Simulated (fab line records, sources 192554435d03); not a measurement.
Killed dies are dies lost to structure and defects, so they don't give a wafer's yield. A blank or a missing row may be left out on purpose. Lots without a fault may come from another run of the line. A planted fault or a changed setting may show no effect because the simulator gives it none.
Split-lot experiment | flow n5_finfet | 7 lots, 21 wafers read, on a route of 1938 steps

THE SPLIT
At N5_DUMMY_GATE_PECVD_30 (deposits SiO2 from TEOS/O2, target thk 55 nm, time 10.8 s), the setting time_s was moved away from the recipe's 10.8 s on 9 of the 21 wafers read, by -9.1% to +8.9%. The other wafers ran this setting at the recipe's value.

FROM THE SPLIT TO THE READING: what the file shows between them, 10 steps
- N5_DUMMY_GATE_EXPOSE_12: exposes mask GATE, target cd 25 nm (also split here: dose_mj)
- N5_DUMMY_GATE_PEB_13: peb time 60 s
- N5_DUMMY_GATE_DEVELOP_14: develop time 30 s
- N5_DUMMY_GATE_CD_MEAS_15: target cd 25.8 nm
- N5_DUMMY_GATE_STRIP_38: strips in N2/H2
- N5_DUMMY_GATE_STRIP_39: strips in N2/H2
- N5_DUMMY_GATE_TRIM_49: chemistry O2, time 29 s, target cd 14 nm
- N5_DUMMY_GATE_STRIP_40: strips in CF4
- N5_DUMMY_GATE_ETCH_31: etches SiO2 in C4F6/O2, target depth 82.5 nm, time 27.5 s
- N5_DUMMY_GATE_STRIP_41: strips in O2

THE READING
SiO2_of_DUMMY_GATE_PECVD_30.thk_nm (the simulator's own value, which no gauge read), in nm, at N5_DUMMY_GATE_HM_OPEN_21 (chemistry CH3F/O2, target SiNx, target depth 120 nm, time 171.4 s). The file gives no usual value for it. The 12 wafers here that ran the recipe average 45.0 nm, standard deviation 0.98 nm.

wafer  | tool, chamber at the split | time_s as run, s | against the recipe | SiO2_of_DUMMY_GATE_PECVD_30.thk_nm, nm | against lot-mates on the recipe
L079.2 | pecvd-01, 1                | 10.8             | recipe             | 43.8                                   | -
L079.4 | pecvd-01, 0                | 10.8             | recipe             | 46                                     | -
L079.5 | pecvd-01, 2                | 9.818            | -9.1%              | 40                                     | -4.9
L083.1 | pecvd-04, 1                | 11.73            | +8.6%              | 49.4                                   | +4.4
L083.3 | pecvd-04, 0                | 11.73            | +8.6%              | 49.8                                   | +4.8
L083.5 | pecvd-04, 2                | 10.8             | recipe             | 45                                     | -
L084.4 | pecvd-04, 1                | 10.8             | recipe             | 44                                     | -
L084.5 | pecvd-04, 2,0              | 10.8             | recipe             | 44.4                                   | -
L084.6 | pecvd-04, 2,0              | 10.8             | recipe             | 44.6                                   | -
L088.4 | pecvd-04, 1                | 11.76            | +8.9%              | 48.8                                   | +3.6
L088.5 | pecvd-04, 2                | 10.8             | recipe             | 45.2                                   | -
L088.6 | pecvd-04, 0                | 11.76            | +8.9%              | 49.4                                   | +4.2
L093.2 | pecvd-04, 1                | 10.8             | recipe             | 44                                     | -
L093.5 | pecvd-04, 1                | 11.76            | +8.9%              | 49.8                                   | +5.8
L093.6 | pecvd-04, 0                | 11.76            | +8.9%              | 50.2                                   | +6.2
L095.2 | pecvd-04, 1                | 10.8             | recipe             | 44.2                                   | -
L095.4 | pecvd-04, 0                | 10.8             | recipe             | 46.4                                   | -
L095.6 | pecvd-04, 1                | 10.8             | recipe             | 45                                     | -
L097.1 | pecvd-04, 1                | 10.24            | -5.2%              | 42.4                                   | -4.6
L097.4 | pecvd-04, 2                | 10.24            | -5.2%              | 43.6                                   | -3.4
L097.6 | pecvd-04, 0                | 10.8             | recipe             | 47                                     | -
Where a row lists several chambers, the file gives one row for several wafers and doesn't say which wafer went through which chamber.

THE FIT
A straight line over all 21 wafers: SiO2_of_DUMMY_GATE_PECVD_30.thk_nm changes by +0.509 nm for each +1% of time_s; r = +0.95; the points scatter about the line by 0.87 nm.
The same after taking each lot's own level away (the mean of its wafers on the recipe; 21 wafers): +0.576 nm for each +1%; r = +0.97; scatter 0.82 nm.
On that fit, the largest move of time_s shifts the reading by 5.2 nm.
The lots' own levels span 44.00 to 47.00 nm, that is 3.1 times the standard deviation above.
So the lot-to-lot level changes the slope: the two fits differ.
Check: with one of the wafers moved furthest among these (-9.1%) left out of the fit, the line predicts -5.55 nm for it against its lot-mates. It came out at -4.9 nm against them.

OTHER SPLITS ON THESE WAFERS
These wafers also went through other splits before the reading. Each is held against what the fit with the lots' levels taken away leaves over:
other split on the same wafers                    | wafers away from the commonest value | r with SiO2_of_DUMMY_GATE_PECVD_30.thk_nm (lot level and that fit taken away)
N5_WELL_APT_COAT_02 spin_rpm                      | 5                                    | -0.41
N5_PMOS_HMC_CHANNEL_EPI_PEB_07 peb_temp_c         | 6                                    | +0.08
N5_PMOS_HMC_CHANNEL_EPI_DEVELOP_08 develop_time_s | 5                                    | -0.08
N5_FIN_SAQP_SPACER1_ALD_24 temp_c                 | 11                                   | +0.10
N5_DUMMY_GATE_EXPOSE_12 dose_mj                   | 8                                    | +0.00

THE WHOLE CHAIN: every reading that the file lists as answering this split, in the file's order
step                     | what it does                                                      | reading                                                                             | change (the file's fit)               | r (the file's)
N5_DUMMY_GATE_PECVD_30   | deposits SiO2 from TEOS/O2, target thk 55 nm, time 10.8 s         | SiO2_of_DUMMY_GATE_PECVD_30.thk_nm (the simulator's own value, which no gauge read) | +0.541 nm for each +1% of the setting | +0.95
N5_DUMMY_GATE_HM_OPEN_21 | chemistry CH3F/O2, target SiNx, target depth 120 nm, time 171.4 s | SiO2_of_DUMMY_GATE_PECVD_30.thk_nm (the simulator's own value, which no gauge read) | +0.564 nm for each +1% of the setting | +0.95

THE FILE'S OWN FIT
SiO2_of_DUMMY_GATE_PECVD_30.thk_nm changes by +0.564 nm for each +1% of time_s, r = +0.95.
